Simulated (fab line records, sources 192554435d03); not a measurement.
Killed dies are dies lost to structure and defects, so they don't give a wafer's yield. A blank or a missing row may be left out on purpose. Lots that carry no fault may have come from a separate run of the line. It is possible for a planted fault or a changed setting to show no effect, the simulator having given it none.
Which tool was responsible? | flow n5-finfet | 9 lots (27 wafers sampled), 1 step of a 1938-step route

## WHAT THE GAUGES READ, wafer by wafer
N5_HKMG_FIN_INSPECT_14: inspects for defects (macro).
lot  | measured    | on                | raw-defect-count
L762 | day 4 03:19 | defect-inspect-02 | 4 5 2
L766 | day 5 08:14 | defect-inspect-02 | 1 3 1
L768 | day 5 13:49 | defect-inspect-02 | 1 2 2
L769 | day 5 20:11 | defect-inspect-01 | 1 1 1
L770 | day 6 02:59 | defect-inspect-01 | 2 3 2
L774 | day 7 03:20 | defect-inspect-02 | 1 6 1
L783 | day 9 13:56 | defect-inspect-01 | 1 2 2
L784 | day 9 20:01 | defect-inspect-01 | 2 4 4
L785 | day 9 20:28 | defect-inspect-01 | 2 0 1

## TOOL THAT RAN EACH LOT (tool first, then ch and the chambers of the sampled wafers, then the start)
No process step before these readings appears in the record.

## THE ANSWER, worked out from the rows above alone
Rule: the usual values come from the lots themselves. Put in order of their means at a reading, lots are off if they are a third of the lots or fewer, leave a main group of 4 or more, and stand apart from it by a gap of 3 or more times the standard deviation of the main group's means; of several such gaps the widest counts. If all means in a main group match to the digits the tables above print for the reading, that group is not used. Also off: a lot with no number at a reading for which 4 or more lots have one. The other lots that the step has rows for count as sound.
Across all readings shown, no lot is off: no conclusion can be drawn from this.

## WHAT THE SIMULATOR HAD INSERTED
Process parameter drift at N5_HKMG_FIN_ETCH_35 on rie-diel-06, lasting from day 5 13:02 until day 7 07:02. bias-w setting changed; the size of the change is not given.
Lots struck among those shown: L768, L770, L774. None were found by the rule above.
